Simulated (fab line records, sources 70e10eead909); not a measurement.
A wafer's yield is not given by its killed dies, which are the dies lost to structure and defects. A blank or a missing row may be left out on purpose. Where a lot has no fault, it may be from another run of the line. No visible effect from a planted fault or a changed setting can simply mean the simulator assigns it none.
Chamber matching	flow nand harc	NHARC_A_STAIRCASE_TRIM_196 on rie diel-07 has 4 sister chambers
The step chemistry O2, time 211.2 s. 16 wafers are shown with their chamber, then 8 later ones without.

WAFERS, EACH WITH ITS CHAMBER
wafer	chamber	drypump motor current A (A)	showerhead plenum p Torr (Torr)	throttle valve pct (%)
L943.1	3	5.8	3.47	17.049
L943.2	1	5.3	3.76	17.041
L943.5	3	5.8	3.47	17.027
L949.4	1	5.3	3.75	17.047
L949.5	2	5.5	3.45	17.017
L949.6	3	5.8	3.46	17.032
L951.2	3	5.8	3.46	17.027
L951.3	0	5.0	3.37	17.052
L951.5	3	5.9	3.46	17.035
L954.1	1	5.3	3.75	17.037
L954.3	3	5.8	3.45	17.043
L954.4	1	5.3	3.75	17.036
L957.1	1	5.3	3.74	17.031
L957.2	2	5.5	3.44	17.033
L957.4	3	5.8	3.45	17.035
L962.1	1	5.3	3.74	17.032

SIGNATURES (means of the wafers above)
reading	chamber 0	chamber 1	chamber 2	chamber 3	scatter within a chamber
drypump motor current A	5.000	5.300	5.500	5.814	0.0267
showerhead plenum p Torr	3.3700	3.7483	3.4450	3.4600	0.00782
throttle valve pct	17.05200	17.03733	17.02500	17.03543	0.00764
Rule: for a wafer and a chamber, the distance is found by dividing, reading by reading, the gap between the wafer's reading and the chamber's mean by the reading's scatter, squaring, summing and taking the root. If the next closest chamber is less than 2 further off than the closest, the wafer can't be placed; otherwise it belongs to the closest. The scatter is the square root of a quotient: the sum, over the shown wafers, of each reading's squared deviation from its chamber's mean, divided by wafers minus chambers.

WAFERS WITH NO CHAMBER GIVEN
wafer	drypump motor current A (A)	showerhead plenum p Torr (Torr)	throttle valve pct (%)
L962.3	5.5	3.43	17.036
L962.4	5.0	3.36	17.042
L964.2	5.3	3.73	17.032
L964.4	5.8	3.43	17.035
L964.6	5.0	3.35	17.016
L963.2	5.8	3.43	17.034
L963.4	5.3	3.73	17.054
L963.5	5.0	3.35	17.049

THE CHAMBER EACH PASSED THROUGH
wafer	from the rows above	in truth
L962.3	2	2
L962.4	0	0
L964.2	1	1
L964.4	3	3
L964.6	0	0
L963.2	3	3
L963.4	1	1
L963.5	0	0
Correct placement for 8 of the 8. Number that these rows cannot place: 0. Number placed wrongly: 0.
